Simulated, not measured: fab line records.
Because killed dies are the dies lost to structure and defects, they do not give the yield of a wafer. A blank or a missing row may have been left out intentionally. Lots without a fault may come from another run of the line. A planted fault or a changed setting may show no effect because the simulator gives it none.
fab line records || flow nandHarc
record: {"lots": 6, "wafers": 18, "lastDay": 33}
route steps=1302 shown P_CONTACT@248 P_M0@253 END@1302
lots that met no fault: taken from a fault-free run of the same line
startH: start of the lot's first displayed wafer, in hours after the record's first day || waitH: how many hours have passed since the lot's step before this one || " as in the row above || L1.1+2: a single row standing in for several wafers || - no value present, or no start provided || * or withheld: withheld || < > ~ a bound
route shown NAME@n: a module of which the file shows steps, and the number in the route of the first || usual: mean and standard deviation over wafers with no fault || same: alike in all rows || chamber/n: place in a boat || sites: the reading at each site || _std_site: standard deviation across them || _edge_site: inner sites' mean taken away from outer sites' mean || radiusMm: for every site, how far away it sits from the centre of the wafer || mask NAME#n: copy n || behind: the last tool/chamber to shape the wafer || hold: reason for holding the lot/hours on hold/outcome of the hold || device: which transistor (n, p or np) failed to switch || end of line: the same wafers' tests at the end of the route || a step with no rows: only its recipe || killed: count of dies lost to structure and defects at first sort (not the wafer's yield) || map: a wafer's dies, marking killed ones x, the rest . and places with no die _
set.NAME: the run value of the setting; set.NAME@STEP: its run value at that earlier step || model.NAME: the simulator's own value behind a step, which no gauge read
lots seen at some steps along the route; tables by step, rows by wafer
services: the hour from which a tool's chamber was out of use, counted from the record's first day as startH (under 0 if before that day), plus the number of hours and why
== steps ==
step: NHARC_P_CONTACT_CVD_23
recipe: {"targetThkA": 2000, "tempC": 300, "pressureTorr": 40, "wf6FlowSccm": 40, "h2FlowSccm": 1600, "arFlowSccm": 1560, "timeS": 557, "material": "W"}
usual: {"heaterPowerOuterW": "225/16", "heaterPowerW": "412/31", "throttleValvePct": "8.01/0.21"}
{"lot.wafer": "L566.1", "tool": "cvdW-02", "chamber": 1, "startH": "-", "waitH": "-", "heaterPowerOuterW": 246, "heaterPowerW": 439, "throttleValvePct": 8.32}
{"lot.wafer": "L566.3", "tool": "cvdW-02", "chamber": 1, "startH": "-", "waitH": "-", "heaterPowerOuterW": 254, "heaterPowerW": 461, "throttleValvePct": 8.09}
{"lot.wafer": "L566.4", "tool": "cvdW-02", "chamber": 0, "startH": "-", "waitH": "-", "heaterPowerOuterW": 238, "heaterPowerW": 461, "throttleValvePct": 7.98}
{"lot.wafer": "L568.2", "tool": "cvdW-01", "chamber": 0, "startH": "-", "waitH": "-", "heaterPowerOuterW": 216, "heaterPowerW": 402, "throttleValvePct": 7.97}
{"lot.wafer": "L568.3", "tool": "cvdW-01", "chamber": 0, "startH": "-", "waitH": "-", "heaterPowerOuterW": 215, "heaterPowerW": 404, "throttleValvePct": 8.18}
{"lot.wafer": "L568.4", "tool": "cvdW-01", "chamber": 1, "startH": "-", "waitH": "-", "heaterPowerOuterW": 236, "heaterPowerW": 401, "throttleValvePct": 8.24}
{"lot.wafer": "L576.4", "tool": "cvdW-02", "chamber": 1, "startH": "-", "waitH": "-", "heaterPowerOuterW": 253, "heaterPowerW": 447, "throttleValvePct": 8.17}
{"lot.wafer": "L576.3", "tool": "cvdW-02", "chamber": 0, "startH": "-", "waitH": "-", "heaterPowerOuterW": 234, "heaterPowerW": 434, "throttleValvePct": 8.00}
{"lot.wafer": "L576.6", "tool": "cvdW-02", "chamber": 1, "startH": "-", "waitH": "-", "heaterPowerOuterW": 253, "heaterPowerW": 453, "throttleValvePct": 8.08}
{"lot.wafer": "L579.1", "tool": "cvdW-01", "chamber": 1, "startH": "-", "waitH": "-", "heaterPowerOuterW": 214, "heaterPowerW": 380, "throttleValvePct": 8.12}
{"lot.wafer": "L579.4", "tool": "cvdW-01", "chamber": 0, "startH": "-", "waitH": "-", "heaterPowerOuterW": 204, "heaterPowerW": 391, "throttleValvePct": 7.79}
{"lot.wafer": "L579.3", "tool": "cvdW-01", "chamber": 1, "startH": "-", "waitH": "-", "heaterPowerOuterW": 214, "heaterPowerW": 385, "throttleValvePct": 7.91}
{"lot.wafer": "L583.2", "tool": "cvdW-01", "chamber": 0, "startH": "-", "waitH": "-", "heaterPowerOuterW": 207, "heaterPowerW": 397, "throttleValvePct": 7.91}
{"lot.wafer": "L583.3", "tool": "cvdW-01", "chamber": 1, "startH": "-", "waitH": "-", "heaterPowerOuterW": 213, "heaterPowerW": 376, "throttleValvePct": 8.01}
{"lot.wafer": "L583.5", "tool": "cvdW-01", "chamber": 1, "startH": "-", "waitH": "-", "heaterPowerOuterW": 215, "heaterPowerW": 372, "throttleValvePct": 7.92}
{"lot.wafer": "L585.1", "tool": "cvdW-01", "chamber": 0, "startH": "-", "waitH": "-", "heaterPowerOuterW": 204, "heaterPowerW": 403, "throttleValvePct": 7.45}
{"lot.wafer": "L585.3", "tool": "cvdW-01", "chamber": 1, "startH": "-", "waitH": "-", "heaterPowerOuterW": 217, "heaterPowerW": 374, "throttleValvePct": 8.15}
{"lot.wafer": "L585.4", "tool": "cvdW-01", "chamber": 0, "startH": "-", "waitH": "-", "heaterPowerOuterW": 206, "heaterPowerW": 398, "throttleValvePct": 7.73}
step: NHARC_P_CONTACT_CMP_24
recipe: {"tOverpolishS": 30, "targetThkNm": 200}
usual: {"motorCurrentA": "11.7/1.3", "overpolishRunS": "29.999/0.0094", "slurryFilterDpKPa": "13.50/0.14", "slurryFlowMlMin": "150.0/0.48", "timeToEndpointS": "39.6/2.4"}
{"lot.wafer": "L566.1", "tool": "cmp-01", "chamber": 1, "startH": 139.37, "waitH": 0.6, "motorCurrentA": 14.3, "overpolishRunS": 30.005, "slurryFilterDpKPa": 13.54, "slurryFlowMlMin": 149.1, "timeToEndpointS": 38.8}
{"lot.wafer": "L566.3", "tool": "cmp-01", "chamber": 2, "startH": 139.37, "waitH": 0.6, "motorCurrentA": 10.2, "overpolishRunS": 30.005, "slurryFilterDpKPa": 13.60, "slurryFlowMlMin": 150.6, "timeToEndpointS": 35.8}
{"lot.wafer": "L566.4", "tool": "cmp-01", "chamber": 3, "startH": 139.37, "waitH": 0.6, "motorCurrentA": 15.1, "overpolishRunS": 30.005, "slurryFilterDpKPa": 13.70, "slurryFlowMlMin": 150.7, "timeToEndpointS": 39.3}
{"lot.wafer": "L568.2", "tool": "cmp-02", "chamber": 0, "startH": 162.33, "waitH": 0.6, "motorCurrentA": 13.7, "overpolishRunS": 29.979, "slurryFilterDpKPa": 13.52, "slurryFlowMlMin": 150.0, "timeToEndpointS": 40.0}
{"lot.wafer": "L568.3", "tool": "cmp-02", "chamber": 2, "startH": 162.33, "waitH": 0.6, "motorCurrentA": 11.2, "overpolishRunS": 29.989, "slurryFilterDpKPa": 13.55, "slurryFlowMlMin": 149.3, "timeToEndpointS": 44.2}
{"lot.wafer": "L568.4", "tool": "cmp-02", "chamber": 3, "startH": 162.33, "waitH": 0.6, "motorCurrentA": 12.6, "overpolishRunS": 29.995, "slurryFilterDpKPa": 13.68, "slurryFlowMlMin": 149.2, "timeToEndpointS": 37.2}
{"lot.wafer": "L576.4", "tool": "cmp-03", "chamber": 1, "startH": 232.25, "waitH": 0.4, "motorCurrentA": 10.5, "overpolishRunS": 29.998, "slurryFilterDpKPa": 13.36, "slurryFlowMlMin": 149.4, "timeToEndpointS": 38.5}
{"lot.wafer": "L576.3", "tool": "cmp-03", "chamber": 2, "startH": 232.25, "waitH": 0.4, "motorCurrentA": 11.0, "overpolishRunS": 29.993, "slurryFilterDpKPa": 13.31, "slurryFlowMlMin": 149.7, "timeToEndpointS": 35.6}
{"lot.wafer": "L576.6", "tool": "cmp-03", "chamber": 3, "startH": 232.25, "waitH": 0.4, "motorCurrentA": 11.1, "overpolishRunS": 30.008, "slurryFilterDpKPa": 13.63, "slurryFlowMlMin": 151.2, "timeToEndpointS": 41.2}
{"lot.wafer": "L579.1", "tool": "cmp-01", "chamber": 0, "startH": 269.39, "waitH": 0.5, "motorCurrentA": 12.7, "overpolishRunS": 30.015, "slurryFilterDpKPa": 13.69, "slurryFlowMlMin": 150.1, "timeToEndpointS": 38.5}
{"lot.wafer": "L579.3", "tool": "cmp-01", "chamber": 1, "startH": 269.39, "waitH": 0.5, "motorCurrentA": 13.5, "overpolishRunS": 30.010, "slurryFilterDpKPa": 13.47, "slurryFlowMlMin": 150.1, "timeToEndpointS": 37.8}
{"lot.wafer": "L579.4", "tool": "cmp-01", "chamber": 3, "startH": 269.39, "waitH": 0.5, "motorCurrentA": 14.4, "overpolishRunS": 30.013, "slurryFilterDpKPa": 13.62, "slurryFlowMlMin": 149.6, "timeToEndpointS": 40.0}
{"lot.wafer": "L583.2", "tool": "cmp-01", "chamber": 1, "startH": 313.03, "waitH": 0.5, "motorCurrentA": 13.7, "overpolishRunS": 30.002, "slurryFilterDpKPa": 13.31, "slurryFlowMlMin": 149.7, "timeToEndpointS": 39.3}
{"lot.wafer": "L583.3", "tool": "cmp-01", "chamber": 0, "startH": 313.03, "waitH": 0.5, "motorCurrentA": 12.8, "overpolishRunS": 29.996, "slurryFilterDpKPa": 13.53, "slurryFlowMlMin": 149.9, "timeToEndpointS": 44.6}
{"lot.wafer": "L583.5", "tool": "cmp-01", "chamber": 1, "startH": 313.03, "waitH": 0.5, "motorCurrentA": 13.2, "overpolishRunS": 30.009, "slurryFilterDpKPa": 13.45, "slurryFlowMlMin": 149.7, "timeToEndpointS": 43.5}
{"lot.wafer": "L585.4", "tool": "cmp-02", "chamber": 3, "startH": 324.70, "waitH": 0.3, "motorCurrentA": 11.9, "overpolishRunS": 30.003, "slurryFilterDpKPa": 13.30, "slurryFlowMlMin": 149.2, "timeToEndpointS": 39.5}
{"lot.wafer": "L585.3", "tool": "cmp-02", "chamber": 0, "startH": 324.70, "waitH": 0.3, "motorCurrentA": 13.4, "overpolishRunS": 30.008, "slurryFilterDpKPa": 13.49, "slurryFlowMlMin": 150.0, "timeToEndpointS": 43.0}
{"lot.wafer": "L585.1", "tool": "cmp-02", "chamber": 1, "startH": 324.70, "waitH": 0.3, "motorCurrentA": 12.0, "overpolishRunS": 30.002, "slurryFilterDpKPa": 13.43, "slurryFlowMlMin": 150.1, "timeToEndpointS": 39.6}
step: NHARC_P_CONTACT_SRD_26
step: NHARC_P_CONTACT_INSPECT_27
usual: {"rawDefectCount": "261/100"}
{"lot.wafer": "L566.1", "tool": "defectInspect-02", "chamber": "-", "startH": 139.78, "waitH": 0.1, "rawDefectCount": 283}
{"lot.wafer": "L566.3", "tool": "defectInspect-02", "chamber": "-", "startH": 139.78, "waitH": 0.1, "rawDefectCount": 242}
{"lot.wafer": "L566.4", "tool": "defectInspect-02", "chamber": "-", "startH": 139.78, "waitH": 0.1, "rawDefectCount": 323}
{"lot.wafer": "L568.2", "tool": "defectInspect-02", "chamber": "-", "startH": 162.73, "waitH": 0.1, "rawDefectCount": 387}
{"lot.wafer": "L568.3", "tool": "defectInspect-02", "chamber": "-", "startH": 162.73, "waitH": 0.1, "rawDefectCount": 403}
{"lot.wafer": "L568.4", "tool": "defectInspect-02", "chamber": "-", "startH": 162.73, "waitH": 0.1, "rawDefectCount": 388}
{"lot.wafer": "L576.3", "tool": "defectInspect-01", "chamber": "-", "startH": 232.61, "waitH": 0.1, "rawDefectCount": 236}
{"lot.wafer": "L576.4", "tool": "defectInspect-01", "chamber": "-", "startH": 232.61, "waitH": 0.1, "rawDefectCount": 96}
{"lot.wafer": "L576.6", "tool": "defectInspect-01", "chamber": "-", "startH": 232.61, "waitH": 0.1, "rawDefectCount": 111}
{"lot.wafer": "L579.1", "tool": "defectInspect-01", "chamber": "-", "startH": 269.79, "waitH": 0.1, "rawDefectCount": 258}
{"lot.wafer": "L579.3", "tool": "defectInspect-01", "chamber": "-", "startH": 269.79, "waitH": 0.1, "rawDefectCount": 163}
{"lot.wafer": "L579.4", "tool": "defectInspect-01", "chamber": "-", "startH": 269.79, "waitH": 0.1, "rawDefectCount": 279}
{"lot.wafer": "L583.2", "tool": "defectInspect-02", "chamber": "-", "startH": 313.44, "waitH": 0.1, "rawDefectCount": 132}
{"lot.wafer": "L583.3", "tool": "defectInspect-02", "chamber": "-", "startH": 313.44, "waitH": 0.1, "rawDefectCount": 299}
{"lot.wafer": "L583.5", "tool": "defectInspect-02", "chamber": "-", "startH": 313.44, "waitH": 0.1, "rawDefectCount": 240}
{"lot.wafer": "L585.1", "tool": "defectInspect-01", "chamber": "-", "startH": 325.08, "waitH": 0.1, "rawDefectCount": 189}
{"lot.wafer": "L585.3", "tool": "defectInspect-01", "chamber": "-", "startH": 325.08, "waitH": 0.1, "rawDefectCount": 266}
{"lot.wafer": "L585.4", "tool": "defectInspect-01", "chamber": "-", "startH": 325.08, "waitH": 0.1, "rawDefectCount": 254}
step: NHARC_P_M0_DEP_00
recipe: {"targetThkA": 1500, "targetThkNm": 150, "tempC": "withheld", "pressureTorr": 5, "flowSccm": 200, "rfW": 600, "material": "SiOC"}
step: NHARC_P_M0_DEHYDRATE_01
recipe: {"tempC": 150, "timeS": 120}
step: NHARC_P_M0_HMDS_02
recipe: {"timeS": 30}
step: NHARC_P_M0_COAT_33
recipe: {"tempC": 200, "timeS": 65}
step: NHARC_P_M0_COAT_03
recipe: {"spinRpm": 1500, "resistThkNm": 90}
step: NHARC_P_M0_SOFTBAKE_04
recipe: {"tempC": 105, "timeS": 55}
step: NHARC_P_M0_EBR_05
step: NHARC_P_M0_EXPOSE_06
recipe: {"na": 1.35, "targetCdNm": 90, "doseMj": 81.28, "maskId": "P_M0"}
usual: {"exposureDoseMJCm2": "81.19/0.15"}
{"lot.wafer": "L566.1", "tool": "arfiScanner-03", "chamber": 0, "startH": 140.41, "waitH": "-", "mask": "P_M0#0", "exposureDoseMJCm2": 81.16}
{"lot.wafer": "L566.3", "tool": "arfiScanner-03", "chamber": 0, "startH": 140.41, "waitH": "-", "mask": "P_M0#0", "exposureDoseMJCm2": 81.13}
{"lot.wafer": "L566.4", "tool": "arfiScanner-03", "chamber": 0, "startH": 140.41, "waitH": "-", "mask": "P_M0#0", "exposureDoseMJCm2": 81.21}
{"lot.wafer": "L568.2", "tool": "arfiScanner-01", "chamber": 0, "startH": 163.37, "waitH": "-", "mask": "P_M0#0", "exposureDoseMJCm2": 81.17}
{"lot.wafer": "L568.3", "tool": "arfiScanner-01", "chamber": 0, "startH": 163.37, "waitH": "-", "mask": "P_M0#0", "exposureDoseMJCm2": 81.28}
{"lot.wafer": "L568.4", "tool": "arfiScanner-01", "chamber": 0, "startH": 163.37, "waitH": "-", "mask": "P_M0#0", "exposureDoseMJCm2": 81.18}
{"lot.wafer": "L576.3", "tool": "arfiScanner-01", "chamber": 0, "startH": 233.37, "waitH": "-", "mask": "P_M0#0", "exposureDoseMJCm2": 80.12}
{"lot.wafer": "L576.4", "tool": "arfiScanner-01", "chamber": 0, "startH": 233.37, "waitH": "-", "mask": "P_M0#0", "exposureDoseMJCm2": 80.10}
{"lot.wafer": "L576.6", "tool": "arfiScanner-01", "chamber": 0, "startH": 233.37, "waitH": "-", "mask": "P_M0#0", "exposureDoseMJCm2": 80.23}
{"lot.wafer": "L579.1", "tool": "arfiScanner-01", "chamber": 0, "startH": 270.68, "waitH": "-", "mask": "P_M0#0", "exposureDoseMJCm2": 80.39}
{"lot.wafer": "L579.3", "tool": "arfiScanner-01", "chamber": 0, "startH": 270.68, "waitH": "-", "mask": "P_M0#0", "exposureDoseMJCm2": 80.43}
{"lot.wafer": "L579.4", "tool": "arfiScanner-01", "chamber": 0, "startH": 270.68, "waitH": "-", "mask": "P_M0#0", "exposureDoseMJCm2": 80.20}
{"lot.wafer": "L583.2", "tool": "arfiScanner-03", "chamber": 0, "startH": 314.07, "waitH": "-", "mask": "P_M0#0", "exposureDoseMJCm2": 80.93}
{"lot.wafer": "L583.3", "tool": "arfiScanner-03", "chamber": 0, "startH": 314.07, "waitH": "-", "mask": "P_M0#0", "exposureDoseMJCm2": 81.07}
{"lot.wafer": "L583.5", "tool": "arfiScanner-03", "chamber": 0, "startH": 314.07, "waitH": "-", "mask": "P_M0#0", "exposureDoseMJCm2": 81.09}
{"lot.wafer": "L585.1", "tool": "arfiScanner-03", "chamber": 0, "startH": 325.84, "waitH": "-", "mask": "P_M0#0", "exposureDoseMJCm2": 81.02}
{"lot.wafer": "L585.3", "tool": "arfiScanner-03", "chamber": 0, "startH": 325.84, "waitH": "-", "mask": "P_M0#0", "exposureDoseMJCm2": 81.03}
{"lot.wafer": "L585.4", "tool": "arfiScanner-03", "chamber": 0, "startH": 325.84, "waitH": "-", "mask": "P_M0#0", "exposureDoseMJCm2": 80.98}
step: NHARC_P_M0_PEB_07
recipe: {"pebTempC": 100, "pebTimeS": 65}
step: NHARC_END_SORT_01
recipe: {"tempC": 25}
usual: {"defectLimitedYield": "91/3.5", "killedAtArray": "59/24", "killedAtOther": "0.7/1.2", "killedAtPeriphery": "3.5/2.6", "killedDies": "63/24", "killedOpen": "3.2/2.1", "killedShort": "2.4/1.5"}
same: {"grossDies": 677}
{"lot.wafer": "L566.1", "tool": "prober-01", "chamber": 0, "startH": 581.48, "waitH": 2.5, "defectLimitedYield[%]": 92, "killedAtArray": 54, "killedAtOther": 0, "killedAtPeriphery": 2, "killedDies": 56, "killedOpen": 5, "killedShort": 0}
{"lot.wafer": "L566.3", "tool": "prober-01", "chamber": 0, "startH": 583.08, "waitH": 3.1, "defectLimitedYield[%]": 89, "killedAtArray": 69, "killedAtOther": 0, "killedAtPeriphery": 6, "killedDies": 75, "killedOpen": 4, "killedShort": 2}
{"lot.wafer": "L566.4", "tool": "prober-01", "chamber": 0, "startH": 583.89, "waitH": 3.4, "defectLimitedYield[%]": 91, "killedAtArray": 54, "killedAtOther": 0, "killedAtPeriphery": 7, "killedDies": 61, "killedOpen": 8, "killedShort": 2}
{"lot.wafer": "L568.2", "tool": "prober-02", "chamber": 0, "startH": 582.32, "waitH": 2.8, "defectLimitedYield[%]": 95, "killedAtArray": 32, "killedAtOther": 0, "killedAtPeriphery": 1, "killedDies": 33, "killedOpen": 1, "killedShort": 1}
{"lot.wafer": "L568.3", "tool": "prober-02", "chamber": 0, "startH": 583.11, "waitH": 3.1, "defectLimitedYield[%]": 96, "killedAtArray": 24, "killedAtOther": 0, "killedAtPeriphery": 4, "killedDies": 28, "killedOpen": 3, "killedShort": 3}
{"lot.wafer": "L568.4", "tool": "prober-02", "chamber": 0, "startH": 583.90, "waitH": 3.4, "defectLimitedYield[%]": 94, "killedAtArray": 35, "killedAtOther": 0, "killedAtPeriphery": 3, "killedDies": 38, "killedOpen": 5, "killedShort": 2}
{"lot.wafer": "L576.3", "tool": "prober-01", "chamber": 0, "startH": 683.05, "waitH": 3.1, "defectLimitedYield[%]": 88, "killedAtArray": 80, "killedAtOther": 0, "killedAtPeriphery": 4, "killedDies": 84, "killedOpen": 2, "killedShort": 2}
{"lot.wafer": "L576.4", "tool": "prober-01", "chamber": 0, "startH": 683.86, "waitH": 3.4, "defectLimitedYield[%]": 87, "killedAtArray": 83, "killedAtOther": 0, "killedAtPeriphery": 3, "killedDies": 86, "killedOpen": 4, "killedShort": 2}
{"lot.wafer": "L576.6", "tool": "prober-01", "chamber": 0, "startH": 685.49, "waitH": 4.1, "defectLimitedYield[%]": 85, "killedAtArray": 96, "killedAtOther": 0, "killedAtPeriphery": 3, "killedDies": 99, "killedOpen": 1, "killedShort": 2}
{"lot.wafer": "L579.1", "tool": "prober-01", "chamber": 0, "startH": 707.84, "waitH": 2.5, "defectLimitedYield[%]": 92, "killedAtArray": 49, "killedAtOther": 0, "killedAtPeriphery": 7, "killedDies": 56, "killedOpen": 2, "killedShort": 4}
{"lot.wafer": "L579.3", "tool": "prober-01", "chamber": 0, "startH": 709.46, "waitH": 3.1, "defectLimitedYield[%]": 93, "killedAtArray": 37, "killedAtOther": 0, "killedAtPeriphery": 8, "killedDies": 45, "killedOpen": 5, "killedShort": 3}
{"lot.wafer": "L579.4", "tool": "prober-01", "chamber": 0, "startH": 710.27, "waitH": 3.4, "defectLimitedYield[%]": 92, "killedAtArray": 53, "killedAtOther": 0, "killedAtPeriphery": 3, "killedDies": 56, "killedOpen": 1, "killedShort": 3}
killed by level:class
L566.1 A_CHANNEL_HOLE_D1:chamberFilmFlake=26 A_SLIT:chamberFilmFlake=17 A_STAIRCASE:chamberFilmFlake=3 A_ONON_D2:geometricParticle:open=2 A_CHANNEL_HOLE_D2:chamberFilmFlake=2 P_GATE:geometricParticle:open=1 A_M0:geometricParticle:open=1 A_WL_FILL:geometricParticle:open=1
L568.2 A_CHANNEL_HOLE_D2:chamberFilmFlake=15 A_CONTACT:chamberFilmFlake=5 A_CHANNEL_FILL_D1:chamberFilmFlake=4 A_CHANNEL_HOLE_D1:chamberFilmFlake=3 A_STAIRCASE:chamberFilmFlake=2 A_CHANNEL_HOLE_D1:geometricParticle:open=1 A_CHANNEL_FILL_D2:geometricParticle:short=1 P_STI:chamberFilmFlake=1
L566.3 A_CHANNEL_HOLE_D1:chamberFilmFlake=35 A_SLIT:chamberFilmFlake=16 A_CHANNEL_HOLE_D2:chamberFilmFlake=5 A_CONTACT:chamberFilmFlake=5 A_M0:geometricParticle:open=2 P_GATE:chamberFilmFlake=2 A_STAIRCASE:chamberFilmFlake=2 A_M1:chamberFilmFlake=2
L568.3 A_CHANNEL_HOLE_D2:chamberFilmFlake=6 A_STAIRCASE:chamberFilmFlake=5 P_STI:chamberFilmFlake=3 A_CONTACT:chamberFilmFlake=3 A_ONON_D1:geometricParticle:open=2 A_CHANNEL_HOLE_D1:chamberFilmFlake=2 A_ONON_D1:geometricParticle:short=1 A_DECK1_JOINT:geometricParticle:short=1
L566.4 A_CHANNEL_HOLE_D1:chamberFilmFlake=25 A_SLIT:chamberFilmFlake=14 A_CHANNEL_HOLE_D2:chamberFilmFlake=4 P_M1:chamberFilmFlake=2 P_STI:geometricParticle:open=1 P_CONTACT:geometricParticle:open=1 P_M0:geometricParticle:open=1 P_M1:geometricParticle:open=1
L568.4 A_CHANNEL_HOLE_D2:chamberFilmFlake=12 A_STAIRCASE:chamberFilmFlake=5 A_CHANNEL_FILL_D1:chamberFilmFlake=4 A_CONTACT:chamberFilmFlake=4 A_WL_FILL:chamberFilmFlake=3 P_GATE:geometricParticle:open=1 A_ONON_D1:geometricParticle:open=1 A_ONON_D2:geometricParticle:open=1
L576.3 A_CHANNEL_HOLE_D1:chamberFilmFlake=37 A_SLIT:chamberFilmFlake=19 A_CHANNEL_HOLE_D2:chamberFilmFlake=13 P_STI:chamberFilmFlake=3 A_CONTACT:chamberFilmFlake=2 A_ONON_D1:geometricParticle:open=1 A_DECK1_JOINT:geometricParticle:short=1 A_WL_FILL:geometricParticle:short=1
L576.4 A_CHANNEL_HOLE_D1:chamberFilmFlake=33 A_SLIT:chamberFilmFlake=20 A_CHANNEL_HOLE_D2:chamberFilmFlake=15 A_CONTACT:chamberFilmFlake=4 P_STI:chamberFilmFlake=2 A_DECK1_JOINT:chamberFilmFlake=2 A_WL_FILL:chamberFilmFlake=2 P_CONTACT:geometricParticle:open=1
L576.6 A_CHANNEL_HOLE_D1:chamberFilmFlake=35 A_SLIT:chamberFilmFlake=32 A_CHANNEL_HOLE_D2:chamberFilmFlake=14 A_CONTACT:chamberFilmFlake=8 A_WL_FILL:chamberFilmFlake=3 P_STI:chamberFilmFlake=2 P_M1:geometricParticle:open=1 A_ONON_D1:geometricParticle:short=1
L579.1 A_CHANNEL_HOLE_D2:chamberFilmFlake=24 A_CONTACT:chamberFilmFlake=9 A_SLIT:chamberFilmFlake=4 A_CHANNEL_HOLE_D1:chamberFilmFlake=3 A_ONON_D1:geometricParticle:short=2 P_STI:chamberFilmFlake=2 P_GATE:chamberFilmFlake=2 P_M2:chamberFilmFlake=2
L579.3 A_CHANNEL_HOLE_D2:chamberFilmFlake=18 A_CHANNEL_HOLE_D1:chamberFilmFlake=4 P_GATE:chamberFilmFlake=3 A_ZERO_WELL:chamberFilmFlake=3 A_M0:geometricParticle:open=2 P_ZERO_WELL:chamberFilmFlake=2 A_SLIT:chamberFilmFlake=2 A_CONTACT:chamberFilmFlake=2
L579.4 A_CHANNEL_HOLE_D2:chamberFilmFlake=27 A_CONTACT:chamberFilmFlake=9 A_STAIRCASE:chamberFilmFlake=4 A_CHANNEL_HOLE_D1:chamberFilmFlake=3 A_SLIT:chamberFilmFlake=3 A_CHANNEL_HOLE_D1:geometricParticle:short=1 A_CHANNEL_FILL_D1:geometricParticle:short=1 A_CHANNEL_FILL_D2:geometricParticle:open=1
== services ==
{"tool": "arfiScanner-01", "chamber": "-", "startH": 119.67, "hours": 7.0, "kind": "repair"}
{"tool": "cmp-02", "chamber": "-", "startH": 141.89, "hours": 4.0, "kind": "pm"}
{"tool": "cmp-01", "chamber": "-", "startH": 152.10, "hours": 2.3, "kind": "repair"}
{"tool": "cmp-03", "chamber": "-", "startH": 162.00, "hours": 4.0, "kind": "pm"}
{"tool": "cmp-03", "chamber": "-", "startH": 167.05, "hours": 1.7, "kind": "repair"}
{"tool": "arfiScanner-01", "chamber": 0, "startH": 179.65, "hours": "-", "kind": "calibration"}
{"tool": "cvdW-01", "chamber": "-", "startH": 185.00, "hours": 13.0, "kind": "pm"}
{"tool": "cvdW-01", "chamber": 0, "startH": 185.00, "hours": 13.0, "kind": "ventCycle"}
{"tool": "cvdW-01", "chamber": 1, "startH": 185.00, "hours": 13.0, "kind": "ventCycle"}
{"tool": "cmp-01", "chamber": "-", "startH": 185.50, "hours": 4.0, "kind": "pm"}
{"tool": "arfiScanner-03", "chamber": "-", "startH": 186.28, "hours": 0.5, "kind": "repair"}
{"tool": "arfiScanner-03", "chamber": "-", "startH": 196.00, "hours": 4.0, "kind": "pm"}
{"tool": "cvdW-01", "chamber": 0, "startH": 198.00, "hours": "-", "kind": "clean"}
{"tool": "cvdW-01", "chamber": 1, "startH": 198.00, "hours": "-", "kind": "clean"}
{"tool": "arfiScanner-03", "chamber": "-", "startH": 220.35, "hours": 0.7, "kind": "repair"}
{"tool": "cmp-02", "chamber": "-", "startH": 223.10, "hours": 3.2, "kind": "repair"}
{"tool": "cmp-02", "chamber": "-", "startH": 239.89, "hours": 4.0, "kind": "pm"}
{"tool": "arfiScanner-01", "chamber": "-", "startH": 252.00, "hours": 4.0, "kind": "pm"}
{"tool": "cmp-03", "chamber": "-", "startH": 260.00, "hours": 4.0, "kind": "pm"}
{"tool": "cmp-03", "chamber": "-", "startH": 267.00, "hours": 2.3, "kind": "repair"}
{"tool": "cvdW-02", "chamber": "-", "startH": 269.00, "hours": 13.0, "kind": "pm"}
{"tool": "cmp-01", "chamber": "-", "startH": 283.59, "hours": 4.0, "kind": "pm"}
{"tool": "cmp-03", "chamber": "-", "startH": 287.55, "hours": 0.4, "kind": "repair"}
{"tool": "cmp-03", "chamber": "-", "startH": 289.08, "hours": 7.2, "kind": "repair"}
== key ==
firstSign: {"step": "NHARC_P_M0_EXPOSE_06", "reading": "exposureDoseMJCm2", "direction": "down", "sigmas": 6.4, "usual": 81.19, "struck": 80.24}
effect none on later readings
metAt NHARC_P_M0_EXPOSE_06
struckWafers L576.3,L576.4,L576.6,L579.1,L579.3,L579.4
loopTrim: {"step": "NHARC_P_M0_EXPOSE_06", "setting": "dose", "lots": "L579"}
onsetBetween 163.37 233.37
fault: {"kind": "processParameterDrift", "tool": "arfiScanner-01", "chamber": "-", "onsetH": 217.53, "steps": "NHARC_P_M0_EXPOSE_06", "channel": "doseMj", "offset": -1.0404, "shape": "step", "actsIn": "theseRecipesOnly", "stated": 81.28}
loopTrim: a control loop set the setting to another value than it would have without faults
